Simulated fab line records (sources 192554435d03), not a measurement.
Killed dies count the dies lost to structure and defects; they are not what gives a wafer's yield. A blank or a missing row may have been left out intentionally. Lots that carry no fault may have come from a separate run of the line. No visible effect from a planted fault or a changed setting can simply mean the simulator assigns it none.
Split-lot study + flow n5_finfet + on a route of 1938 steps: 7 lots, 39 wafers read

SPLIT DETAILS
At N5_HKMG_FIN_ETCH_54 (etches SiARC in CF4, target depth 45.5 nm, time 75.8 s), the setting source_w was moved away from the recipe's 545 W on 15 of the 39 wafers read, by -14.4% to -5.6%. All remaining wafers had this setting at the recipe value.

Reading taken at the split's own step.

THE READING
rf_vpp_V, in V, at N5_HKMG_FIN_ETCH_54 (etches SiARC in CF4, target depth 45.5 nm, time 75.8 s). Typical for fault-free wafers on this fab line: 184.2 V, with standard deviation 1.2 V.

| wafer  | tool, chamber at the split | source_w as run, W | against the recipe | rf_vpp_V, V | against lot-mates on the recipe |
|--------|----------------------------|--------------------|--------------------|-------------|---------------------------------|
| L078.1 | rie_diel-05, 3             | 505.1              | -7.3%              | 188.1       | +4.1                            |
| L078.2 | rie_diel-05, 0             | 545                | recipe             | 183.0       | -                               |
| L078.3 | rie_diel-05, 1             | 505.1              | -7.3%              | 188.3       | +4.3                            |
| L078.4 | rie_diel-05, 1             | 505.1              | -7.3%              | 186.8       | +2.8                            |
| L078.5 | rie_diel-05, 3             | 545                | recipe             | 183.4       | -                               |
| L078.6 | rie_diel-05, 0             | 545                | recipe             | 185.7       | -                               |
| L081.3 | rie_diel-06, 0             | 545                | recipe             | 183.9       | -                               |
| L081.4 | rie_diel-06, 1             | 545                | recipe             | 184.7       | -                               |
| L081.6 | rie_diel-06, 3             | 545                | recipe             | 182.8       | -                               |
| L083.1 | rie_diel-05, 1             | 514.5              | -5.6%              | 188.4       | +3.5                            |
| L083.2 | rie_diel-05, 0             | 514.5              | -5.6%              | 186.2       | +1.3                            |
| L083.3 | rie_diel-05, 2             | 514.5              | -5.6%              | 190.0       | +5.1                            |
| L083.4 | rie_diel-05, 1             | 545                | recipe             | 184.7       | -                               |
| L083.5 | rie_diel-05, 2             | 545                | recipe             | 187.4       | -                               |
| L083.6 | rie_diel-05, 0             | 545                | recipe             | 182.7       | -                               |
| L084.1 | rie_diel-02, 1             | 545                | recipe             | 185.4       | -                               |
| L084.2 | rie_diel-02, 3             | 466.5              | -14.4%             | 195.3       | +10.5                           |
| L084.3 | rie_diel-02, 2             | 545                | recipe             | 185.6       | -                               |
| L084.4 | rie_diel-02, 0             | 545                | recipe             | 183.4       | -                               |
| L084.5 | rie_diel-02, 0             | 466.5              | -14.4%             | 194.9       | +10.1                           |
| L084.6 | rie_diel-02, 3             | 466.5              | -14.4%             | 192.9       | +8.1                            |
| L092.1 | rie_diel-02, 1             | 503.3              | -7.7%              | 187.0       | +2.5                            |
| L092.2 | rie_diel-02, 3             | 545                | recipe             | 183.2       | -                               |
| L092.3 | rie_diel-02, 0             | 503.3              | -7.7%              | 190.6       | +6.1                            |
| L092.4 | rie_diel-02, 2             | 545                | recipe             | 185.0       | -                               |
| L092.5 | rie_diel-02, 2             | 545                | recipe             | 185.4       | -                               |
| L092.6 | rie_diel-02, 3             | 503.3              | -7.7%              | 188.7       | +4.2                            |
| L095.1 | rie_diel-02, 1             | 545                | recipe             | 183.8       | -                               |
| L095.2 | rie_diel-02, 0             | 545                | recipe             | 183.7       | -                               |
| L095.3 | rie_diel-02, 3             | 545                | recipe             | 184.8       | -                               |
| L095.4 | rie_diel-02, 2             | 545                | recipe             | 184.8       | -                               |
| L095.5 | rie_diel-02, 0             | 545                | recipe             | 183.8       | -                               |
| L095.6 | rie_diel-02, 1             | 545                | recipe             | 183.2       | -                               |
| L096.1 | rie_diel-02, 2             | 545                | recipe             | 185.0       | -                               |
| L096.2 | rie_diel-02, 1             | 545                | recipe             | 183.5       | -                               |
| L096.3 | rie_diel-02, 0             | 513.2              | -5.8%              | 188.2       | +3.9                            |
| L096.4 | rie_diel-02, 3             | 545                | recipe             | 184.4       | -                               |
| L096.5 | rie_diel-02, 3             | 513.2              | -5.8%              | 187.6       | +3.3                            |
| L096.6 | rie_diel-02, 0             | 513.2              | -5.8%              | 188.6       | +4.3                            |

THE FIT
A straight line over all 39 wafers: rf_vpp_V changes by -0.653 V for each +1% of source_w; r = -0.92; the points scatter about the line by 1.2 V.
The same after taking each lot's own level away (the mean of its wafers on the recipe; 39 wafers): -0.626 V for each +1%; r = -0.93; scatter 1.2 V.
Per that fit: largest source_w move, reading shift of 9 V.
The span of the lots' own levels, 183.80 to 184.93 V, comes to 0.9 times the standard deviation stated above.
Hence the lot-to-lot level has little effect on the slope; both slopes agree.
Check: with one of the wafers moved furthest among these (-14.4%) left out of the fit, the line predicts +8.57 V for it against its lot-mates. It came out at +10.5 V against them.
Tool readings at the split's step, against how far the setting was moved: rf_vpp_V r = -0.92.

OTHER SPLITS APPLIED TO THESE WAFERS
Before the reading, these wafers also passed through other splits. Each is held against what the fit with the lots' levels taken away leaves over:
| other split on the same wafers     | wafers away from the commonest value | r with rf_vpp_V (lot level and that fit taken away) |
|------------------------------------|--------------------------------------|-----------------------------------------------------|
| N5_SD_EPI_P_EPI_21 dopant_conc_cm3 | 15                                   | +0.09                                               |

THE FILE'S OWN FIT
rf_vpp_V changes by -0.62 V for each +1% of source_w, r = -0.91.
